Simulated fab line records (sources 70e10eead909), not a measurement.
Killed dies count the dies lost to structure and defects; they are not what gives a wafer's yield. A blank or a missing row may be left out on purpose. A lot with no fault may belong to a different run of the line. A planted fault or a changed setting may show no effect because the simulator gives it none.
A single fault, viewed from 2 desks	flow nand-harc	what lay behind the numbers comes last; until then each desk has only its own

## METROLOGY DESK
What the gauges read, lot by lot, whatever tool the lot ran on: means of the sampled wafers that have a number. A lot is out of limits, marked OUT, if its mean lies more than 4 standard deviations from the usual mean; the brackets give that distance.
Columns: A = overlay-x-nm at NHARC_A_BONDPAD_OVL_MEAS_35, usual 1 nm; B = overlay-y-nm at NHARC_A_BONDPAD_OVL_MEAS_35, usual 0 nm
lot	first seen here	A	B
L811	day 22 21:05	0	-0
L812	day 23 10:12	6	-2
L814	day 23 23:11	2	10
L816	day 24 12:37	-2	1
L815	day 24 13:02	2	-5
L820	day 26 06:46	13	-4
L830	day 30 06:10	-7	12
L829	day 31 00:12	3	-11
L831	day 31 06:14	-1	-14
L832	day 31 15:05	-2	-12
L834	day 32 12:45	-5	3
L833	day 33 23:58	0	-9
This desk's finding: nothing out of limits on any of the 12 lots.

## THE DEFECT DESK
For each lot, the counts of the inspections along the route, averaged over the sampled wafers that have a number. A lot is out of limits, marked OUT, if its mean lies more than 4 standard deviations from the usual mean; the brackets give that distance.
Columns: A = raw-defect-count at NHARC_A_M0_INSPECT_27, usual 549
lot	first seen here	A
L811	day 22 15:00	594
L812	day 23 04:07	402
L814	day 23 16:53	594
L816	day 24 06:02	671
L815	day 24 06:49	652
L820	day 26 00:38	441
L830	day 30 00:01	665
L829	day 30 18:10	428
L831	day 31 00:10	838
L832	day 31 08:47	661
L834	day 32 06:35	481
L833	day 33 17:50	385
This desk's finding: nothing out of limits on any of the 12 lots.

## ALL TOGETHER
From the metrology desk's view, nothing was out of limits.
The defect desk saw nothing out of limits.

## WHAT HAD BEEN PUT IN BY THE SIMULATOR
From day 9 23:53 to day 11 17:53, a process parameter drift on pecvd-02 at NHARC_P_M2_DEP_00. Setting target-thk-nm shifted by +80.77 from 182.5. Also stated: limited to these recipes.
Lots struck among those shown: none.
